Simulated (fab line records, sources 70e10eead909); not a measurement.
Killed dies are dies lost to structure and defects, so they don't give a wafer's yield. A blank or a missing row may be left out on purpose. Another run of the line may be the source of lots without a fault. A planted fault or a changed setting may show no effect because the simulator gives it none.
fab line records    flow nand-harc
record: lots: 14  wafers: 42  last-day: 33
route steps=1302 shown P_BONDPAD@376 A_ZERO_WELL@412 A_SOURCE_PLATE@420 A_ONON_D1@426 END@1302
lots that met no fault: from a run of the same line without faults
start-h: the number of hours between the record's first day and the start of the first shown wafer of the lot    wait-h: hours from the lot's prior step to this one    " as in the row above    L1.1+2: one row covering several wafers at once    - no value present, or no start provided    * or withheld: withheld    < > ~ a bound
route shown NAME@n: names a module that has steps shown in the file, with the first one's number in the route    usual: mean/standard deviation taken from wafers without a fault    same: alike in all rows    chamber/n: place in a boat    sites: each site's reading    _std_site: their standard deviation    _edge_site: mean of outer sites minus mean of inner sites    radius-mm: how far each site lies from the wafer's centre    mask NAME#n: copy n    behind: tool/chamber where the wafer was last shaped    hold: what put the lot on hold/how long, in hours/how the hold closed    device: names the non-switching transistor (n, p or np)    end of line: the same wafers' tests at the end of the route    for a step that has no rows: nothing shown but its recipe    killed: not the wafer's yield, but the dies lost to structure and defects at the first sort    map: a wafer's dies, marking killed ones x, the rest . and places with no die _
set.NAME: the setting the step ran with; set.NAME@STEP: the setting that earlier step ran with    model.NAME: the simulator's own value behind a step, which no gauge read
one table for each step of the route and one row for each wafer, over a sample of lots
services: when a tool's chamber went out of use (start-h, in hours from the record's first day, below 0 if earlier), for how many hours, and the reason
== steps ==
step: NHARC_P_BONDPAD_PVD_17
recipe: target-thk-a: 50  bias-v: 168.6  power-w: 15000  chamber-pressure-pa: 0.12  time-s: 8.06  substrate-temp-c: 50  material: TaN
usual: throttle-valve-pct: 29.8/1
lot.wafer  tool            chamber  start-h  wait-h  throttle-valve-pct
L660.3     pvd-sputter-03  -        -        -       29.5
L660.1     "               -        "        "       28.7
L660.5     "               -        "        "       29.3
L662.3     pvd-sputter-02  -        -        -       29.9
L662.1     "               -        "        "       30.8
L662.2     "               -        "        "       31.6
L663.4     pvd-sputter-02  -        -        -       29.3
L663.5     "               -        "        "       29.6
L663.6     "               -        "        "       30.6
L665.4     pvd-sputter-02  -        -        -       28.6
L665.1     "               -        "        "       29.5
L665.5     "               -        "        "       29.3
L666.3     pvd-sputter-02  -        -        -       30.8
L666.4     "               -        "        "       28.7
L666.5     "               -        "        "       30.5
L670.1     pvd-sputter-01  -        -        -       32.0
L670.5     "               -        "        "       29.6
L670.6     "               -        "        "       29.1
L672.3     pvd-sputter-03  -        -        -       29.8
L672.2     "               -        "        "       28.5
L672.5     "               -        "        "       29.5
L676.3     pvd-sputter-02  -        -        -       29.5
L676.1     "               -        "        "       30.8
L676.4     "               -        "        "       28.6
L677.4     pvd-sputter-03  -        -        -       30.0
L677.1     "               -        "        "       29.8
L677.6     "               -        "        "       28.6
L679.3     pvd-sputter-02  -        -        -       31.7
L679.4     "               -        "        "       30.8
L679.5     "               -        "        "       29.3
L678.2     pvd-sputter-03  -        -        -       30.1
L678.4     "               -        "        "       30.3
L678.6     "               -        "        "       30.0
L680.2     pvd-sputter-02  -        -        -       31.8
L680.4     "               -        "        "       29.6
L680.6     "               -        "        "       29.4
L681.1     pvd-sputter-02  -        -        -       30.0
L681.3     "               -        "        "       30.4
L681.6     "               -        "        "       31.7
L682.1     pvd-sputter-01  -        -        -       29.3
L682.4     "               -        "        "       28.8
L682.5     "               -        "        "       28.8
step: NHARC_A_ZERO_WELL_INSPECT_17
usual: raw-defect-count: 9/5.4
lot.wafer  tool               chamber  start-h  wait-h  raw-defect-count
L660.1     defect-inspect-02  -        158.33   0.2     7
L660.3     "                  -        "        "       3
L660.5     "                  -        "        "       9
L662.1     defect-inspect-02  -        170.66   0.2     10
L662.2     "                  -        "        "       14
L662.3     "                  -        "        "       10
L663.4     defect-inspect-01  -        177.24   0.1     7
L663.5     "                  -        "        "       9
L663.6     "                  -        "        "       7
L665.1     defect-inspect-01  -        202.35   0.2     14
L665.4     "                  -        "        "       17
L665.5     "                  -        "        "       5
L666.3     defect-inspect-02  -        207.63   0.1     21
L666.4     "                  -        "        "       21
L666.5     "                  -        "        "       10
L670.1     defect-inspect-02  -        249.12   0.2     2
L670.5     "                  -        "        "       7
L670.6     "                  -        "        "       8
L672.2     defect-inspect-01  -        269.19   0.1     7
L672.3     "                  -        "        "       10
L672.5     "                  -        "        "       10
L676.1     defect-inspect-02  -        314.28   0.2     12
L676.3     "                  -        "        "       19
L676.4     "                  -        "        "       11
L677.1     defect-inspect-01  -        323.75   0.2     11
L677.4     "                  -        "        "       10
L677.6     "                  -        "        "       15
L679.3     defect-inspect-01  -        340.38   0.1     5
L679.4     "                  -        "        "       14
L679.5     "                  -        "        "       3
L678.2     defect-inspect-01  -        341.25   0.1     8
L678.4     "                  -        "        "       5
L678.6     "                  -        "        "       8
L680.2     defect-inspect-02  -        360.69   0.1     6
L680.4     "                  -        "        "       8
L680.6     "                  -        "        "       6
L681.1     defect-inspect-02  -        367.16   0.2     7
L681.3     "                  -        "        "       6
L681.6     "                  -        "        "       6
L682.1     defect-inspect-02  -        379.76   0.2     3
L682.4     "                  -        "        "       6
L682.5     "                  -        "        "       21
step: NHARC_A_SOURCE_PLATE_THK_MEAS_06
recipe: thk-meas-gauge: ellipsometry
usual: thk-nm: 199.0/2.4
lot.wafer  tool           chamber  start-h  wait-h  thk-nm
L660.1     film-metro-02  -        178.29   0.4     197.0
L660.3     "              -        "        "       198.6
L660.5     "              -        "        "       200.9
L662.1     film-metro-02  -        190.98   0.4     198.7
L662.2     "              -        "        "       198.5
L662.3     "              -        "        "       198.6
L663.4     film-metro-02  -        197.60   0.4     200.0
L663.5     "              -        "        "       199.8
L663.6     "              -        "        "       200.3
L665.1     film-metro-01  -        222.32   0.4     196.4
L665.4     "              -        "        "       195.0
L665.5     "              -        "        "       196.7
L666.3     film-metro-02  -        227.85   0.4     198.0
L666.4     "              -        "        "       196.3
L666.5     "              -        "        "       197.9
L670.1     film-metro-01  -        270.45   0.4     203.0
L670.5     "              -        "        "       201.0
L670.6     "              -        "        "       202.6
L672.2     film-metro-02  -        290.41   0.4     200.8
L672.3     "              -        "        "       197.8
L672.5     "              -        "        "       196.2
L676.1     film-metro-02  -        334.31   0.4     200.1
L676.3     "              -        "        "       198.6
L676.4     "              -        "        "       199.2
L677.1     film-metro-01  -        344.22   0.4     192.6
L677.4     "              -        "        "       194.4
L677.6     "              -        "        "       194.6
L678.2     film-metro-01  -        362.69   0.4     199.3
L678.4     "              -        "        "       199.1
L678.6     "              -        "        "       201.3
L679.3     film-metro-02  -        362.69   0.4     198.5
L679.4     "              -        "        "       201.4
L679.5     "              -        "        "       199.2
L680.2     film-metro-01  -        380.62   0.4     198.5
L680.4     "              -        "        "       199.3
L680.6     "              -        "        "       197.2
L681.1     film-metro-01  -        388.65   0.4     200.1
L681.3     "              -        "        "       199.5
L681.6     "              -        "        "       201.8
L682.1     film-metro-01  -        399.87   0.4     201.8
L682.4     "              -        "        "       204.4
L682.5     "              -        "        "       202.2
step: NHARC_A_ONON_D1_DEP_03
recipe: target-thk-a: 10000  n2-flow-sccm: 2750  n2o-flow-sccm: 2000  nh3-flow-sccm: 500  sih4-flow-sccm: 210  temp-c: 400
lot.wafer   tool           chamber  start-h  wait-h
L660.1+3+5  pecvd-onon-04  0        179.03   0.1
L662.1+2+3  pecvd-onon-01  0        191.82   0.1
L663.4+5+6  pecvd-onon-02  0        198.50   0.2
L665.1+4+5  pecvd-onon-04  0        223.06   0.1
L666.3+4+5  pecvd-onon-01  0        228.70   0.2
L670.1+5+6  pecvd-onon-04  0        271.15   0.1
L672.2+3+5  pecvd-onon-04  0        291.21   0.1
L676.1+3+4  pecvd-onon-01  0        335.01   0.1
L677.1+4+6  pecvd-onon-02  0        344.96   0.1
L678.2+4+6  pecvd-onon-04  0        363.44   0.1
L679.3+4+5  pecvd-onon-02  0        363.52   0.2
L680.2+4+6  pecvd-onon-04  0        381.38   0.1
L681.1+3+6  pecvd-onon-01  0        389.34   0.1
L682.1+4+5  pecvd-onon-04  0        400.57   0.1
step: NHARC_A_ONON_D1_THK_MEAS_05
recipe: thk-meas-gauge: ellipsometry
usual: thk-nm: 999/6.9
lot.wafer  tool           chamber  start-h  wait-h  thk-nm
L660.1     film-metro-02  -        179.54   -       990
L660.3     "              -        "        "       988
L660.5     "              -        "        "       989
L662.1     film-metro-01  -        192.33   -       992
L662.2     "              -        "        "       993
L662.3     "              -        "        "       994
L663.4     film-metro-02  -        198.84   -       1003
L663.5     "              -        "        "       1002
L663.6     "              -        "        "       1001
L665.1     film-metro-01  -        223.57   -       992
L665.4     "              -        "        "       994
L665.5     "              -        "        "       992
L666.3     film-metro-01  -        229.09   -       991
L666.4     "              -        "        "       991
L666.5     "              -        "        "       992
L670.1     film-metro-01  -        271.66   -       668
L670.5     "              -        "        "       668
L670.6     "              -        "        "       667
L672.2     film-metro-02  -        291.66   -       665
L672.3     "              -        "        "       665
L672.5     "              -        "        "       664
L676.1     film-metro-01  -        335.53   -       997
L676.3     "              -        "        "       996
L676.4     "              -        "        "       994
L677.1     film-metro-02  -        345.47   -       988
L677.4     "              -        "        "       988
L677.6     "              -        "        "       987
L678.2     film-metro-01  -        363.89   -       997
L678.4     "              -        "        "       997
L678.6     "              -        "        "       998
L679.3     film-metro-02  -        363.92   -       1000
L679.4     "              -        "        "       1001
L679.5     "              -        "        "       1000
L680.2     film-metro-01  -        381.83   -       996
L680.4     "              -        "        "       997
L680.6     "              -        "        "       998
L681.1     film-metro-01  -        389.85   -       1014
L681.3     "              -        "        "       1014
L681.6     "              -        "        "       1012
L682.1     film-metro-02  -        401.09   -       1008
L682.4     "              -        "        "       1005
L682.5     "              -        "        "       1007
step: NHARC_END_SORT_01
recipe: temp-c: 25
usual: killed-at-array: 54/17  killed-at-other: 1.0/1.4  killed-at-periphery: 3.6/2.1  killed-dies: 58/17  killed-open: 3.2/2  killed-short: 2.5/1.5
same: gross-dies: 677
lot.wafer  tool       chamber  start-h  wait-h  killed-at-array  killed-at-other  killed-at-periphery  killed-dies  killed-open  killed-short
L670.1     prober-02  0        658.86   2.5     671              2                4                    677          3            1
L670.5     prober-02  0        662.06   3.7     672              0                5                    677          1            4
L670.6     prober-02  0        662.86   4.0     673              0                4                    677          0            3
L672.2     prober-02  0        696.77   2.8     676              0                1                    677          1            3
L672.3     prober-02  0        697.59   3.1     677              0                0                    677          1            3
L672.5     prober-02  0        699.23   3.8     676              0                1                    677          4            1
killed by level:class
L670.1 A_ONON_D1:area-dep=612 A_CHANNEL_HOLE_D1:chamber-film-flake=32 A_CHANNEL_HOLE_D2:chamber-film-flake=21 P_GATE:chamber-film-flake=3 A_DECK1_JOINT:chamber-film-flake=2 P_CONTACT:geometric-particle:open=1 A_CONTACT:geometric-particle:open=1 A_BONDPAD:geometric-particle:short=1
L670.5 A_ONON_D1:area-dep=630 A_CHANNEL_HOLE_D1:chamber-film-flake=15 A_CHANNEL_HOLE_D2:chamber-film-flake=13 A_SLIT:chamber-film-flake=5 A_CONTACT:chamber-film-flake=4 P_GATE:chamber-film-flake=2 P_STI:geometric-particle:short=1 A_CHANNEL_FILL_D1:geometric-particle:short=1
L670.6 A_ONON_D1:area-dep=616 A_CHANNEL_HOLE_D1:chamber-film-flake=29 A_CHANNEL_HOLE_D2:chamber-film-flake=17 A_SLIT:chamber-film-flake=5 P_ZERO_WELL:chamber-film-flake=3 A_CHANNEL_FILL_D1:geometric-particle:short=2 A_ONON_D2:geometric-particle:short=1 P_GATE:chamber-film-flake=1
L672.2 A_ONON_D1:area-dep=620 A_CHANNEL_HOLE_D2:chamber-film-flake=24 A_CHANNEL_HOLE_D1:chamber-film-flake=15 A_SGD_CUT:chamber-film-flake=6 A_STAIRCASE:chamber-film-flake=3 A_CHANNEL_FILL_D2:chamber-film-flake=3 P_CONTACT:geometric-particle:short=1 A_STAIRCASE:geometric-particle:short=1
L672.3 A_ONON_D1:area-dep=609 A_CHANNEL_HOLE_D2:chamber-film-flake=25 A_CHANNEL_HOLE_D1:chamber-film-flake=20 A_SGD_CUT:chamber-film-flake=7 A_CHANNEL_FILL_D2:chamber-film-flake=4 A_STAIRCASE:chamber-film-flake=2 A_SLIT:chamber-film-flake=2 A_WL_FILL:chamber-film-flake=2
L672.5 A_ONON_D1:area-dep=613 A_CHANNEL_HOLE_D2:chamber-film-flake=23 A_CHANNEL_HOLE_D1:chamber-film-flake=17 A_SGD_CUT:chamber-film-flake=9 A_CHANNEL_FILL_D2:chamber-film-flake=3 A_SLIT:chamber-film-flake=3 A_CONTACT:chamber-film-flake=3 P_CONTACT:geometric-particle:open=1
== services ==
tool            chamber  start-h  hours  kind
pvd-sputter-02  -        132.29   10.0   pm
pecvd-onon-04   -        160.60   4.0    repair
pvd-sputter-03  -        170.00   10.0   pm
pecvd-onon-02   -        185.00   13.0   pm
pvd-sputter-01  -        226.87   10.0   pm
pvd-sputter-01  -        239.13   5.3    repair
pecvd-onon-01   -        269.10   13.0   pm
pvd-sputter-02  -        310.29   10.0   pm
pecvd-onon-04   -        311.05   13.0   pm
pvd-sputter-02  -        323.59   2.7    repair
pvd-sputter-02  -        343.67   7.9    repair
pvd-sputter-03  -        348.00   10.0   pm
pvd-sputter-03  -        359.43   1.9    repair
pvd-sputter-02  -        359.87   1.9    repair
pecvd-onon-02   -        366.00   13.0   pm
pvd-sputter-03  -        383.30   1.2    repair
== key ==
first-sign: step: NHARC_A_ONON_D1_THK_MEAS_05  reading: thk-nm  direction: down  sigmas: 48  usual: 999  struck: 666
effect: step: NHARC_END_SORT_01  reading: killed-dies  direction: up  sigmas: 36  usual: 58  struck: 677
more-kills-born-at: NHARC_A_ONON_D1_DEP_03@pecvd-onon-04: 3700
met-at NHARC_A_ONON_D1_DEP_03
struck-lots L670,L672
later-rows-left-out L670.1,L670.5,L670.6,L672.2,L672.3,L672.5
tester-left-out L670,L672
not-acting-at NHARC_P_BONDPAD_PVD_17,NHARC_A_ZERO_WELL_INSPECT_17,NHARC_A_SOURCE_PLATE_THK_MEAS_06
onset-between 223.06 271.15
fault: kind: process-parameter-drift  tool: pecvd-onon-04  chamber: -  onset-h: 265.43  steps: NHARC_A_ONON_D1_DEP_03  channel: target-thk-a  offset: *  shape: step  end-h: 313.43  acts-in: *  stated: *
tester-left-out: of these lots the tester's yield and bins aren't shown, on N5 and GAA mostly nor the transistor test; their killed dies are dies lost to structure and defects alone, not to doping, threshold or leakage, so they don't give the yield
later-rows-left-out: the simulator's readings of these wafers behind a module that went badly wrong aren't trusted and aren't shown, but for the sort
